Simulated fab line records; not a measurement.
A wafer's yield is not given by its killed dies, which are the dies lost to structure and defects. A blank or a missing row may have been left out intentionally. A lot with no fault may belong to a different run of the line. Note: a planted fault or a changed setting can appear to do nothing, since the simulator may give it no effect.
fab line records | flow n5-finfet
record: lots: 15 wafers: 45 last-day: 17
route steps=1938 shown BEOL_M9@1417
lots untouched by any fault: they come from a run of this same line in which no faults occurred
start-h: the number of hours between the record's first day and the start of the first shown wafer of the lot | wait-h: time in hours since the lot's previous step | " the same as in the row above | L1.1+2: a single row standing in for several wafers | - no value, or no start given | * or withheld: withheld | < > ~ a bound
route shown NAME@n: NAME is a module with steps in the file, n the number in the route of the first one | usual: mean and standard deviation over wafers with no fault | same: alike in all rows | chamber/n: place in a boat | sites: each site's reading | _std_site: the standard deviation of these | _edge_site: inner sites' mean taken away from outer sites' mean | radius-mm: how far each site lies from the wafer's centre | mask NAME#n: copy n | behind: the last tool/chamber to shape the wafer | hold: the reason the lot was held/the length of the hold in hours/how it ended | device: which transistor (n, p or np) failed to switch | end of line: tests of these same wafers at the route's end | step lacking rows: just its recipe | killed: dies lost to structure and defects at the first sort, not the wafer's yield | map: per-die view of a wafer (x killed, . not killed, _ where there is no die)
set.NAME: setting as actually run; set.NAME@STEP: the setting as run at that earlier step | model.NAME: the simulator's own value behind a step, which no gauge read
route steps across a sampled set of lots; one table per step, one row per wafer
services: a tool's chamber out of use, with start hour (start-h, from the record's first day; less than 0 if before it), hours out, and reason
== steps ==
step: N5_BEOL_M9_DESCUM_16
recipe: chemistry: O2 time-s: 7.9 source-power-w: 50 bias-power-w: 20 pressure-mtorr: 20 rf-frequency-hz: 2.712e+07 temp-c: 40 resist: CAR-ArF o2-flow-sccm: 225
usual: chamber-pressure-mTorr: 19.998/0.018 drypump-motor-current-A: 5.52/0.24 oes-product-au: 0.81/0.1 rf-fwd-power-W: 49.31/0.28 rf-vpp-V: 243.4/1.4 showerhead-plenum-p-Torr: 2.10/0.067 throttle-valve-pct: 20.42/0.24
columns lot.wafer tool chamber start-h wait-h chamber-pressure-mTorr drypump-motor-current-A oes-product-au rf-fwd-power-W rf-hours-counter-h rf-vpp-V showerhead-plenum-p-Torr throttle-valve-pct
L147.1 rie-diel-06 0 201.65 0.0 19.999 5.77 0.70 49.32 235 241.7 2.05 20.57
L147.2 " 3 " " 20.000 5.89 0.86 49.49 74 245.8 2.22 20.12
L147.5 " 0 " " 20.002 5.77 0.69 49.34 - 242.7 2.05 20.56
L149.1 rie-diel-01 1 209.29 0.0 20.013 5.51 0.98 49.54 9 242.1 2.16 20.01
L149.2 " 0 " " 19.987 5.43 0.75 49.22 162 241.5 2.01 20.61
L149.4 " 3 " " 19.995 5.15 0.85 48.72 63 244.1 2.13 20.70
L150.2 rie-diel-06 1 217.30 0.0 20.030 5.33 0.68 49.03 227 242.4 2.07 20.60
L150.3 " 0 " " 19.992 5.75 0.69 49.24 240 242.4 2.05 20.58
L150.5 " 2 " " 19.991 5.44 0.72 49.28 - 243.8 2.17 20.26
L151.2 rie-diel-06 2 228.56 0.0 19.956 5.42 0.73 49.02 194 245.3 2.17 20.28
L151.3 " 3 " " 20.004 5.87 0.84 49.44 82 244.8 2.22 20.13
L151.6 " 1 " " 19.972 5.30 0.67 48.94 - 241.0 2.07 20.60
L152.1 rie-diel-02 3 236.06 0.0 20.023 5.33 0.74 49.05 172 242.0 2.00 20.49
L152.4 " 2 " " 19.971 5.82 0.82 49.48 - 242.9 2.12 20.01
L152.6 " 1 " " 19.995 5.68 0.81 49.44 - 242.6 2.03 20.44
L153.4 rie-diel-06 3 238.68 0.1 20.009 5.89 0.84 49.64 85 245.7 2.22 20.13
L153.5 " 0 " " 20.012 5.79 0.69 49.00 - 243.9 2.05 20.59
L153.6 " 1 " " 19.981 5.30 0.66 49.07 - 243.5 2.06 20.62
L157.1 rie-diel-01 0 261.90 0.6 20.037 5.41 0.73 49.29 178 242.2 2.00 20.62
L157.2 " 1 " " 20.002 5.44 0.93 49.56 25 244.2 2.15 20.02
L157.6 " 1 " " 19.981 5.43 0.93 49.77 - 244.6 2.15 20.03
L161.1 rie-diel-01 3 313.14 0.0 20.001 5.15 0.80 48.79 94 244.5 2.12 20.73
L161.4 " 0 " " 19.991 5.44 0.72 49.31 - 241.3 2.00 20.65
L161.5 " 3 " " 20.041 5.15 0.81 48.73 - 243.5 2.12 20.74
L163.3 rie-diel-01 2 317.40 0.3 19.968 5.70 0.93 49.46 16 242.8 2.14 20.57
L163.5 " 0 " " 19.994 5.41 0.72 49.40 - 242.3 2.00 20.66
L163.6 " 2 " " 20.022 5.72 0.93 49.90 - 243.4 2.14 20.55
L164.1 rie-diel-06 3 323.10 0.1 19.984 5.87 0.80 49.45 111 245.1 2.21 20.16
L164.4 " 0 " " 20.007 5.78 0.94 49.03 12 242.9 2.04 20.26
L164.5 " 3 " " 19.979 5.85 0.81 49.69 - 245.7 2.21 20.16
L165.2 rie-diel-01 3 323.18 0.0 20.012 5.16 0.80 49.16 97 242.1 2.12 20.75
L165.4 " 3 " " 19.989 5.15 0.80 49.16 - 244.8 2.12 20.73
L165.6 " 2 " " 20.021 5.75 0.93 49.36 - 245.3 2.14 20.56
L167.1 rie-diel-01 3 345.31 0.0 19.973 5.16 0.80 48.87 104 244.3 2.11 20.77
L167.2 " 0 " " 19.999 5.42 0.72 49.49 203 242.4 2.00 20.67
L167.6 " 2 " " 19.994 5.75 0.91 49.47 - 242.0 2.14 20.56
L170.1 rie-diel-01 1 348.90 0.0 19.985 5.47 0.91 49.78 45 244.2 2.14 20.08
L170.2 " 0 " " 19.988 5.41 0.72 49.46 204 240.6 2.00 20.65
L170.3 " 2 " " 20.016 5.75 0.92 49.57 27 243.7 2.14 20.59
L168.3 rie-diel-02 2 352.64 0.1 20.011 5.82 0.77 49.60 130 242.6 2.10 20.08
L168.5 " 1 " " 20.020 5.64 0.77 49.51 - 242.1 2.01 20.53
L168.6 " 0 " " 19.991 5.09 0.87 49.56 - 245.0 2.15 20.25
L169.1 rie-diel-06 0 353.06 0.1 19.980 5.76 0.91 49.01 21 243.5 2.04 20.26
L169.4 " 2 " " 20.001 5.42 0.69 49.05 - 243.8 2.15 20.35
L169.6 " 0 " " 20.000 5.77 0.91 49.01 - 241.4 2.04 20.25
step: N5_BEOL_M9_HM_OPEN_17
recipe: chemistry: Cl2/BCl3 target-depth-a: 200 overetch-a: 60 target: TiN mask-material: SOC ion-energy-ev: 150 pressure-mtorr: 10 icp-w: 1000 bias-w: 126 Cl2_flow_sccm: 53.25 bcl3-flow-sccm: 21.75 Ar_flow_sccm: 25
usual: chamber-pressure-mTorr: 9.999/0.0093 drypump-motor-current-A: 5.2/0.42 oes_ar_750_au: 0.72/0.068 oes-product-au: 0.62/0.055 rf-fwd-power-W: 992/3.3 throttle-valve-pct: 22.1/0.31
columns lot.wafer tool chamber start-h wait-h chamber-pressure-mTorr drypump-motor-current-A oes_ar_750_au oes-product-au rf-fwd-power-W rf-hours-counter-h throttle-valve-pct
L147.1 rie-metal-03 0 201.92 0.0 10.018 4.8 0.68 0.60 996 72 22.2
L147.2 " 1 " " 10.005 5.9 0.64 0.56 991 105 22.7
L147.5 " 0 " " 10.012 4.8 0.68 0.59 995 - 22.1
L149.1 rie-metal-03 1 209.56 0.0 10.006 5.9 0.64 0.55 988 105 22.7
L149.2 " 0 " " 9.993 4.8 0.68 0.60 992 72 22.1
L149.4 " 0 " " 9.986 4.8 0.68 0.58 995 - 22.1
L150.2 rie-metal-02 1 217.57 0.0 9.997 6.0 0.81 0.67 993 41 21.8
L150.3 " 0 " " 10.004 5.5 0.76 0.65 987 - 22.2
L150.5 " 1 " " 9.999 6.0 0.81 0.67 991 - 21.8
L151.2 rie-metal-01 1 228.83 0.0 10.000 5.0 0.83 0.71 992 19 21.7
L151.3 " 1 " " 10.000 5.0 0.83 0.71 993 - 21.7
L151.6 " 0 " " 10.001 4.9 0.69 0.61 999 - 22.0
L152.1 rie-metal-01 1 236.33 0.0 10.001 5.0 0.83 0.71 995 20 21.7
L152.4 " 0 " " 9.992 4.9 0.69 0.61 999 - 22.0
L152.6 " 1 " " 9.990 5.0 0.83 0.72 989 - 21.7
L153.4 rie-metal-01 1 238.99 0.1 10.003 5.0 0.83 0.72 989 - 21.7
L153.5 " 0 " " 9.991 4.9 0.68 0.62 997 - 22.0
L153.6 " 1 " " 9.994 5.0 0.83 0.72 992 - 21.7
L157.1 rie-metal-01 0 262.18 0.0 9.986 4.9 0.69 0.61 993 74 22.0
L157.2 " 1 " " 10.002 5.0 0.83 0.71 993 20 21.7
L157.6 " 0 " " 10.005 4.9 0.69 0.61 990 - 22.0
L161.1 rie-metal-03 0 313.41 0.0 9.996 4.8 0.66 0.58 992 82 22.1
L161.4 " 0 " " 9.995 4.8 0.66 0.58 995 - 22.2
L161.5 " 0 " " 9.987 4.8 0.66 0.58 993 - 22.2
L163.3 rie-metal-03 0 317.73 0.1 9.985 4.8 0.66 0.58 996 - 22.2
L163.5 " 0 " " 10.003 4.8 0.66 0.58 995 - 22.2
L163.6 " 0 " " 9.997 4.8 0.66 0.58 998 - 22.2
L164.1 rie-metal-01 0 323.37 0.0 10.007 4.9 0.68 0.60 996 78 22.0
L164.4 " 1 " " 9.999 5.0 0.81 0.70 993 - 21.7
L164.5 " 1 " " 9.989 5.0 0.81 0.71 994 - 21.7
L165.2 rie-metal-02 0 323.45 0.0 10.000 5.5 0.72 0.64 994 48 22.2
L165.4 " 1 " " 10.014 6.0 0.78 0.65 986 - 21.8
L165.6 " 0 " " 10.003 5.5 0.73 0.64 993 - 22.2
L167.1 rie-metal-01 1 345.58 0.0 10.000 5.0 0.81 0.69 988 27 21.7
L167.2 " 0 " " 9.983 4.9 0.68 0.60 991 81 22.0
L167.6 " 1 " " 9.995 5.0 0.81 0.70 992 - 21.7
L170.1 rie-metal-01 1 349.17 0.0 9.998 5.0 0.80 0.70 992 28 21.7
L170.2 " 0 " " 9.980 4.9 0.68 0.59 994 81 22.0
L170.3 " 0 " " 10.001 4.9 0.68 0.60 989 - 22.0
L168.3 rie-metal-01 1 352.94 0.1 9.998 5.0 0.80 0.69 991 - 21.7
L168.5 " 0 " " 10.006 4.9 0.68 0.59 998 - 22.0
L168.6 " 1 " " 9.987 5.0 0.81 0.69 995 - 21.7
L169.1 rie-metal-01 0 353.33 0.0 10.004 4.9 0.68 0.59 993 81 22.0
L169.4 " 1 " " 10.007 5.0 0.80 0.69 995 - 21.7
L169.6 " 1 " " 10.011 5.0 0.81 0.68 992 - 21.7
step: N5_BEOL_M9_DEVELOP_27
recipe: develop-time-s: 30 developer: TMAH resist: CAR-EUV rinse-liquid: surfactant-rinse dry: air-spin dev-temp-c: 23
usual: chill-plate-temp-C: 23.00/0.11 develop-time-s: 30/0 exhaust-pa: 45.0/0.93 resist-line-temp-C: 23.02/0.12
columns lot.wafer tool chamber start-h wait-h chill-plate-temp-C develop-time-s exhaust-pa resist-line-temp-C
L147.1 litho-track-01 0 204.91 - 23.04 30 45.8 22.98
L147.2 " 0 " " 22.83 30 46.5 23.00
L147.5 " 0 " " 23.00 30 46.5 23.08
L149.1 litho-track-03 0 210.45 - 22.98 30 44.6 23.28
L149.2 " 0 " " 23.15 30 45.1 23.17
L149.4 " 0 " " 23.21 30 45.0 23.07
L150.2 litho-track-01 - 219.53 - - - - -
L150.3 " - " " - - - -
L150.5 " - " " - - - -
L151.2 litho-track-04 - 229.96 - - - - -
L151.3 " - " " - - - -
L151.6 " - " " - - - -
L152.1 litho-track-01 - 237.34 - - - - -
L152.4 " - " " - - - -
L152.6 " - " " - - - -
L153.4 litho-track-01 0 241.15 - 22.97 30 45.6 23.03
L153.5 " 0 " " 22.97 30 46.1 23.08
L153.6 " 0 " " 22.98 30 45.3 23.07
L157.1 litho-track-04 0 263.58 - 22.96 30 44.9 23.00
L157.2 " 0 " " 22.91 30 45.4 23.00
L157.6 " 0 " " 22.94 30 45.8 22.75
L161.1 litho-track-03 0 315.37 - 23.02 30 47.3 22.95
L161.4 " 0 " " 22.87 30 44.8 23.02
L161.5 " 0 " " 23.08 30 45.0 22.95
L163.3 litho-track-03 0 321.71 - 23.02 30 44.6 23.17
L163.5 " 0 " " 23.10 30 46.4 23.00
L163.6 " 0 " " 23.21 30 46.2 23.21
L164.1 litho-track-03 0 324.93 - 23.08 30 45.4 23.08
L164.4 " 0 " " 23.01 30 44.4 23.09
L164.5 " 0 " " 23.15 30 44.8 23.05
L165.2 litho-track-01 0 324.97 - 22.97 30 44.4 23.04
L165.4 " 0 " " 22.97 30 44.1 23.11
L165.6 " 0 " " 23.03 30 43.8 23.09
L167.1 litho-track-01 0 346.12 - 22.97 30 44.3 23.16
L167.2 " 0 " " 22.91 30 45.1 23.20
L167.6 " 0 " " 22.96 30 44.3 23.05
L170.1 litho-track-04 0 350.87 - 22.91 30 45.6 23.09
L170.2 " 0 " " 22.88 30 45.4 22.92
L170.3 " 0 " " 23.09 30 45.6 22.99
L168.3 litho-track-01 0 353.88 - 23.15 30 43.6 22.99
L168.5 " 0 " " 23.17 30 43.5 22.83
L168.6 " 0 " " 23.22 30 43.6 22.83
L169.1 litho-track-01 0 354.04 - 23.01 30 44.6 22.94
L169.4 " 0 " " 23.07 30 43.4 22.99
L169.6 " 0 " " 22.95 30 44.6 22.84
step: N5_BEOL_M9_DESCUM_33
recipe: chemistry: O2 time-s: 7 source-power-w: 50 bias-power-w: 20 pressure-mtorr: 20 rf-frequency-hz: 2.712e+07 temp-c: 40 resist: CAR-EUV o2-flow-sccm: 225
usual: chamber-pressure-mTorr: 19.999/0.016 drypump-motor-current-A: 5.53/0.27 oes-product-au: 0.80/0.095 rf-fwd-power-W: 49.36/0.26 rf-vpp-V: 243.4/1.3 showerhead-plenum-p-Torr: 2.11/0.072 throttle-valve-pct: 20.38/0.22
columns lot.wafer tool chamber start-h wait-h chamber-pressure-mTorr drypump-motor-current-A oes-product-au rf-fwd-power-W rf-hours-counter-h rf-vpp-V showerhead-plenum-p-Torr throttle-valve-pct
L147.1 rie-diel-01 1 205.13 0.1 19.985 5.47 0.98 49.45 8 244.6 2.16 19.99
L147.2 " 2 " " 20.030 5.78 0.67 49.60 241 243.8 2.15 20.89
L147.5 " 2 " " 20.020 5.75 0.68 49.70 - 243.1 2.15 20.88
L149.1 rie-diel-06 0 210.63 0.0 20.014 5.76 0.69 49.18 237 242.5 2.05 20.58
L149.2 " 1 " " 20.019 5.28 0.67 49.38 225 243.1 2.07 20.60
L149.4 " 2 " " 20.000 5.41 0.72 49.04 188 243.8 2.17 20.25
L150.2 rie-diel-02 0 219.72 0.0 19.999 5.11 0.68 49.50 246 243.5 2.16 20.63
L150.3 " 3 " " 20.008 5.28 0.74 49.30 168 242.5 2.00 20.47
L150.5 " 0 " " 19.998 5.12 0.68 49.56 - 243.0 2.16 20.64
L151.2 rie-diel-02 3 230.15 0.0 20.004 5.32 0.74 49.39 170 242.8 2.00 20.49
L151.3 " 1 " " 19.990 5.66 0.81 49.35 77 242.0 2.03 20.45
L151.6 " 3 " " 19.992 5.32 0.74 49.30 - 240.5 2.00 20.49
L152.1 rie-diel-06 1 237.53 0.0 19.974 5.31 0.67 49.24 233 243.3 2.06 20.60
L152.4 " 3 " " 19.999 5.93 0.84 49.75 85 245.6 2.22 20.12
L152.6 " 0 " " 20.007 5.76 0.68 49.10 - 242.8 2.05 20.58
L153.4 rie-diel-02 1 241.34 0.0 19.997 5.67 0.81 49.20 - 242.3 2.02 20.46
L153.5 " 2 " " 20.008 5.85 0.82 49.39 - 242.7 2.12 20.02
L153.6 " 3 " " 20.014 5.35 0.73 48.96 - 241.2 2.00 20.49
L157.1 rie-diel-06 3 263.76 0.0 19.981 5.90 0.83 49.72 91 244.2 2.21 20.15
L157.2 " 2 " " 19.990 5.39 0.71 48.74 203 244.1 2.17 20.28
L157.6 " 3 " " 20.013 5.90 0.83 49.78 - 244.7 2.21 20.15
L161.1 rie-diel-06 1 315.56 0.0 19.974 5.26 0.67 49.14 244 243.0 2.06 20.62
L161.4 " 3 " " 19.968 5.91 0.81 49.50 109 243.1 2.21 20.18
L161.5 " 2 " " 19.996 5.42 0.70 48.93 - 243.0 2.16 20.30
L163.3 rie-diel-02 2 321.89 0.0 19.989 5.81 0.80 49.47 120 244.1 2.11 20.05
L163.5 " 0 " " 20.025 5.10 0.89 49.65 - 244.4 2.15 20.26
L163.6 " 1 " " 20.016 5.68 0.79 49.49 - 242.5 2.02 20.50
L164.1 rie-diel-01 0 325.11 0.0 19.977 5.42 0.72 49.43 196 241.8 2.00 20.66
L164.4 " 2 " " 19.994 5.73 0.93 49.69 - 244.1 2.14 20.55
L164.5 " 3 " " 20.010 5.15 0.80 48.85 - 244.1 2.12 20.74
L165.2 rie-diel-02 2 325.15 0.0 19.976 5.83 0.78 49.24 121 243.1 2.11 20.06
L165.4 " 0 " " 19.998 5.10 0.90 49.39 25 244.9 2.15 20.25
L165.6 " 3 " " 20.028 5.32 0.72 49.04 - 242.3 1.99 20.53
L167.1 rie-diel-02 1 346.30 0.0 19.990 5.65 0.77 49.45 113 241.8 2.01 20.51
L167.2 " 2 " " 19.978 5.82 0.79 49.33 128 243.3 2.11 20.10
L167.6 " 1 " " 19.983 5.66 0.77 49.38 - 241.6 2.01 20.51
L170.1 rie-diel-01 2 351.05 0.0 20.000 5.77 0.91 49.44 27 244.1 2.14 20.57
L170.2 " 0 " " 20.020 5.44 0.71 49.34 205 240.1 2.00 20.68
L170.3 " 3 " " 20.012 5.15 0.79 49.25 106 242.5 2.11 20.74
L168.3 rie-diel-06 0 354.06 0.0 20.027 5.76 0.91 49.02 22 243.1 2.04 20.25
L168.5 " 1 " " 19.979 5.31 1.04 49.39 - 243.1 2.06 20.23
L168.6 " 2 " " 20.009 5.37 0.69 49.37 - 245.6 2.15 20.33
L169.1 rie-diel-01 1 354.22 0.0 20.007 5.49 0.90 49.72 47 245.9 2.14 20.06
L169.4 " 3 " " 20.013 5.16 0.80 48.86 107 244.4 2.11 20.75
L169.6 " 1 " " 19.995 5.49 0.90 49.69 - 243.7 2.14 20.06
== services ==
columns tool chamber start-h hours kind
rie-diel-02 0 233.89 - clean
rie-diel-02 0 233.89 - consumable-replace:focus-ring
rie-diel-02 0 233.89 14.9 scheduled-down
rie-diel-01 2 235.33 5.0 repair
rie-diel-01 2 242.52 - clean
rie-diel-01 2 242.52 - consumable-replace:focus-ring
rie-diel-01 2 242.52 17.4 scheduled-down
rie-diel-01 2 242.52 17.4 vent-cycle
rie-metal-01 - 243.20 14.6 pm
rie-diel-02 1 243.32 8.0 repair
rie-metal-02 1 247.55 14.2 repair
rie-diel-06 0 260.74 - clean
rie-diel-06 0 260.74 - consumable-replace:focus-ring
rie-diel-06 0 260.74 22.9 scheduled-down
rie-diel-06 0 260.74 22.9 vent-cycle
rie-diel-01 1 313.05 21.1 repair
rie-metal-03 - 321.59 1.4 pm
rie-metal-02 1 326.92 5.5 repair
rie-diel-06 1 339.35 - clean
rie-diel-06 1 339.35 - consumable-replace:focus-ring
rie-diel-06 1 339.35 14.3 scheduled-down
rie-diel-06 1 339.35 14.3 vent-cycle
rie-diel-06 3 342.18 7.7 repair
rie-diel-06 0 344.37 5.4 repair
== key ==
first-sign: step: N5_BEOL_M9_DEVELOP_27 reading: tool-record direction: missing
effect none on later readings
met-at N5_BEOL_M9_DEVELOP_27
struck-lots L150,L151,L152
later-rows-left-out L150.2,L150.3,L150.5,L151.2,L151.3,L151.6,L152.1,L152.4,L152.6
sort-left-out L150.2,L150.3,L150.5,L151.2,L151.3,L151.6,L152.1,L152.4,L152.6
not-acting-at N5_BEOL_M9_DESCUM_16,N5_BEOL_M9_HM_OPEN_17,N5_BEOL_M9_DESCUM_33
onset-between 204.91 219.53
fault: kind: skipped-step-whole tool: litho-track-01,litho-track-04 chamber: - onset-h: 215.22 steps: N5_BEOL_M9_DEVELOP_27 scope: struck-lots-only
sort-left-out: the simulated sort isn't trusted on such a fault, so these wafers' sort isn't shown, and their yield isn't known
later-rows-left-out: the simulator's readings of these wafers behind a module that went badly wrong aren't trusted and aren't shown, but for the sort
